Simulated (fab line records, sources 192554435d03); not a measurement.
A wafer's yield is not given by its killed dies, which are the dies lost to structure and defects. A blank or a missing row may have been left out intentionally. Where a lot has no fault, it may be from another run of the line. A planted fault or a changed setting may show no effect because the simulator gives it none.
fab line records | flow n5Finfet
record lots=7 wafers=39
route steps=1938 shown PMOS_HMC_CHANNEL_EPI@57 FIN_CUT@173 SD_EPI_P@321 HKMG_FIN@406 MOL_CONTACT_COAG@624 BEOL_M2@883 BEOL_M4@1024
startH: hours from the record's opening day to when the first of the lot's shown wafers began | waitH: hours from the lot's prior step to this one | " identical to the entry in the row above | L1.1+2: one row covering several wafers at once | - no value, or no start was given | * or withheld: withheld | < > ~ a bound
route shown NAME@n: NAME is a module with steps in the file, n the number in the route of the first one | usual: mean/standard deviation of fault-free wafers | same: alike in all rows | chamber/n: place in a boat | sites: each site's reading | _std_site: standard deviation of those values | _edge_site: the outer-site mean with the inner-site mean subtracted | radiusMm: how far each site lies from the wafer's centre | mask NAME#n: copy n | behind: the most recent tool/chamber to have shaped the wafer | hold: why the lot went on hold/how many hours it stayed there/how the hold came to an end | device: the n, p or np transistor that did not switch | end of line: the tests these same wafers got at the end of their route | step lacking rows: just its recipe | killed: dies lost to structure and defects at the first sort, not the wafer's yield | map: a wafer's dies, x killed, . not, _ none there
set.NAME: setting as actually run; set.NAME@STEP: the setting as run at that earlier step | model.NAME: the simulator's own value behind a step, which no gauge read
lots whose settings were changed on purpose; a table a step, a row a wafer
## steps
# step N5_PMOS_HMC_CHANNEL_EPI_HM_DEP_34
# recipe material=SiO2 targetThkA=360 tempC=400 precursor=TEOS/O2 pressureTorr=6.5 rfW=900 teosFlowSccm=161.4 gas=O2 flowSccm=2650 timeS=6.9
# step N5_FIN_CUT_CUT_ETCH_26
# recipe chemistry=CH3F/O2 target=SiNx targetDepthA=390 maskMaterial=SOC timeS=55.7 pressureMtorr=30 sourceW=395 biasW=73 Ar_flow_sccm=150 CH3F_flow_sccm=30 O2_flow_sccm=20 ionEnergyEv=120
# step N5_SD_EPI_P_EPI_21
# recipe material=SiGe:B dopant=B tempC=550 pressureTorr=20 ambient=H2 timeS=355
# step N5_HKMG_FIN_ETCH_58
# recipe chemistry=N2/H2 target=SOC targetDepthA=2158 ionEnergyEv=50 biasW=13 timeS=741 pressureMtorr=30 sourceW=875 n2FlowSccm=200 h2FlowSccm=200
# step N5_MOL_CONTACT_COAG_CVD_140
# recipe material=W targetThkA=665 mode=selectiveFill tempC=300 timeS=215
# step N5_BEOL_M2_ETCHBACK_99
# recipe chemistry=CHF3 target=SiO2 targetDepthA=50 timeS=10.4 sourceW=215 biasW=47 Ar_flow_sccm=200 CHF3_flow_sccm=12 ionEnergyEv=100 pressureMtorr=30
# step N5_BEOL_M4_HM_DEP_02
# recipe material=TiN targetThkA=200 tempC=25 chamberPressurePa=0.49996
# step N5_BEOL_M4_RC_MEAS_101
# usual ION_P=462/7.4 REXT_P=101.1/2.6 RS_SD_P=65.8/0.94 VT_P_LVT=-98.4/2.7
# columns lot.wafer tool chamber startH waitH set.targetThkA@PMOS_HMC_CHANNEL_EPI_HM_DEP_34 set.timeS@FIN_CUT_CUT_ETCH_26 set.timeS@SD_EPI_P_EPI_21 set.targetDepthA@HKMG_FIN_ETCH_58 set.targetThkA@MOL_CONTACT_COAG_CVD_140 set.timeS@BEOL_M2_ETCHBACK_99 set.targetThkA@BEOL_M4_HM_DEP_02 ION_P[uA/um] REXT_P[ohm.um] RS_SD_P[ohm/sq] VT_P_LVT[mV]
L074.1 prober-01 0 166.24 0.0 155.7 79.75 355 2158 665 8.475 287.2 460 97.3 66.9 -97.6
L074.2 " 0 " " 155.7 79.75 355 3141 844.7 10.4 287.2 466 97.4 64.1 -96.0
L074.3 " 0 " " 155.7 55.7 355 2158 844.7 10.4 287.2 464 96.2 66.4 -96.9
L074.4 " 0 " " 360 55.7 355 3141 665 8.475 200 466 96.0 65.7 -96.3
L074.5 " 0 " " 360 79.75 355 3141 665 10.4 200 471 95.9 65.5 -94.1
L074.6 " 0 " " 360 55.7 355 2158 844.7 8.475 200 459 97.6 65.5 -98.6
L075.1 prober-01 0 171.41 0.0 251.1 68.01 198.6 3047 665 10.4 200 421 121.5 110.7 -115.0
L075.2 " 0 " " 251.1 55.7 198.6 3047 665 10.4 200 427 121.1 111.4 -112.4
L075.3 " 0 " " 360 68.01 198.6 2158 665 15.57 200 416 120.4 111.4 -113.8
L075.4 " 0 " " 360 68.01 355 3047 665 15.57 200 462 101.1 66.9 -100.3
L075.5 " 0 " " 251.1 55.7 355 2158 665 15.57 200 451 102.8 66.4 -101.5
L075.6 " 0 " " 360 55.7 355 2158 665 10.4 200 451 101.4 66.7 -102.4
L077.3 prober-02 0 183.41 0.3 360 55.7 355 2158 665 10.4 200 467 103.6 64.7 -96.9
L077.4 " 0 " " 360 55.7 355 2158 665 10.4 200 471 103.5 64.7 -95.3
L077.5 " 0 " " 360 55.7 355 2158 665 10.4 200 471 104.0 64.9 -95.6
L085.1 prober-02 0 233.33 0.0 270.8 44.11 270.4 2158 665 10.4 236.9 443 108.0 80.4 -107.3
L085.2 " 0 " " 270.8 55.7 355 2158 450.8 10.4 200 463 100.6 66.4 -101.3
L085.3 " 0 " " 360 44.11 270.4 2158 450.8 6.951 200 452 108.4 80.4 -107.7
L085.4 " 0 " " 360 44.11 355 2158 450.8 6.951 236.9 459 98.8 65.7 -100.9
L085.5 " 0 " " 270.8 55.7 270.4 2158 665 6.951 200 443 107.5 80.6 -108.3
L085.6 " 0 " " 360 55.7 355 2158 665 10.4 236.9 464 99.8 66.1 -99.6
L089.1 prober-01 0 255.28 0.0 542.8 55.7 355 2158 273.7 10.4 200 463 100.9 64.8 -96.4
L089.2 " 0 " " 360 55.7 205.8 2158 665 10.4 200 429 120.3 103.1 -112.0
L089.3 " 0 " " 360 55.7 355 2158 273.7 10.4 110.2 455 102.3 66.3 -99.6
L089.4 " 0 " " 542.8 55.7 205.8 3142 273.7 10.4 110.2 426 120.2 102.8 -113.7
L089.5 " 0 " " 542.8 55.7 355 3142 665 10.4 200 463 99.7 64.9 -100.6
L089.6 " 0 " " 360 55.7 205.8 3142 665 10.4 110.2 421 120.7 103.4 -112.3
L093.1 prober-02 0 282.78 0.0 183.4 25.6 355 3448 665 10.4 200 462 105.7 64.6 -99.8
L093.2 " 0 " " 360 55.7 355 3448 665 5.802 200 450 104.0 65.2 -100.7
L093.3 " 0 " " 360 55.7 355 3448 665 10.4 200 459 103.5 64.8 -101.1
L093.4 " 0 " " 360 25.6 355 2158 665 5.802 200 447 104.1 64.9 -103.8
L093.5 " 0 " " 183.4 55.7 355 2158 665 5.802 200 445 105.5 64.3 -102.6
L093.6 " 0 " " 183.4 25.6 355 2158 665 10.4 200 460 103.9 64.4 -100.2
L097.1 prober-02 0 328.91 0.0 360 85.35 419.9 2158 927.4 10.4 136.8 470 100.0 57.6 -96.0
L097.2 " 0 " " 360 55.7 355 2158 927.4 10.4 136.8 470 100.9 63.5 -92.9
L097.3 " 0 " " 187.7 55.7 419.9 2158 927.4 8.577 200 479 99.4 58.6 -90.7
L097.4 " 0 " " 187.7 85.35 419.9 2158 665 10.4 200 473 99.3 56.6 -96.3
L097.5 " 0 " " 360 85.35 355 2158 665 8.577 136.8 473 101.4 65.2 -94.3
L097.6 " 0 " " 187.7 55.7 355 2158 665 8.577 200 478 100.3 64.5 -96.3
## key
split step=N5_PMOS_HMC_CHANNEL_EPI_HM_DEP_34 setting=targetThkA statedAs=360
response none clear
split step=N5_FIN_CUT_CUT_ETCH_26 setting=timeS statedAs=55.7
response none clear
split step=N5_SD_EPI_P_EPI_21 setting=timeS statedAs=355
response step=N5_BEOL_M4_RC_MEAS_101 reading=RS_SD_P slope=-0.864 per=1% togetherWith=all explained=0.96
response step=N5_BEOL_M4_RC_MEAS_101 reading=REXT_P slope=-0.393 per=1% togetherWith=all explained=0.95
response step=N5_BEOL_M4_RC_MEAS_101 reading=ION_P slope=+0.689 per=1% togetherWith=all explained=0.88
response step=N5_BEOL_M4_RC_MEAS_101 reading=VT_P_LVT slope=+0.272 per=1% togetherWith=all explained=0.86
split step=N5_HKMG_FIN_ETCH_58 setting=targetDepthA statedAs=2158
response none clear
split step=N5_MOL_CONTACT_COAG_CVD_140 setting=targetThkA statedAs=665
response none clear
split step=N5_BEOL_M2_ETCHBACK_99 setting=timeS statedAs=10.4
response none clear
split step=N5_BEOL_M4_HM_DEP_02 setting=targetThkA statedAs=200
response none clear
